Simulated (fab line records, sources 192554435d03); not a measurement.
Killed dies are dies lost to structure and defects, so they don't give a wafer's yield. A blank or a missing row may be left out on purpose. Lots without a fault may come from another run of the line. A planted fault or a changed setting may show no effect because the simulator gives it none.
Chamber matching | flow n5_finfet | N5_BEOL_M13_ETCH_67 on rie_diel-05: 4 sister chambers
The step etches SiARC in CF4, target depth 143 nm, time 238.3 s. 4 wafers are shown with their chamber, then 9 later ones without.

WAFERS WITH THEIR CHAMBER
wafer  | chamber | showerhead_plenum_p_Torr (Torr)
L083.1 | 1       | 2.18
L083.2 | 0       | 2.03
L083.5 | 3       | 2.21
L083.6 | 2       | 2.06

WAFERS WITHOUT THEIR CHAMBER
wafer  | showerhead_plenum_p_Torr (Torr)
L090.3 | 2.05
L090.4 | 2.17
L090.6 | 2.03
L092.1 | 2.05
L092.2 | 2.03
L092.5 | 2.17
L095.2 | 2.17
L095.5 | 2.17
L095.6 | 2.20

WHICH CHAMBER EACH WENT THROUGH
wafer  | from the rows above     | in truth
L090.3 | can't be placed: 2 or 0 | 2
L090.4 | 1                       | 1
L090.6 | 0                       | 0
L092.1 | can't be placed: 2 or 0 | 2
L092.2 | 0                       | 0
L092.5 | 1                       | 1
L095.2 | 1                       | 1
L095.5 | 1                       | 1
L095.6 | can't be placed: 3 or 1 | 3
Placed correctly: 6 of 9. Can't be placed from these rows: 3 (the true chamber is among the candidates in 3). Placed wrongly: 0.
How it was worked out, from the rows above alone: a wafer's distance from a chamber is the root of the sum, over the readings, of the square of ((its reading less the chamber's mean) divided by the reading's scatter). The wafer belongs to the nearest chamber; if the next one is less than 2 further off, it can't be placed. A chamber's mean is the mean of its shown wafers. The scatter: with one shown wafer a chamber, the root of the mean of the squares of how far each hidden wafer lies from its nearest shown one.
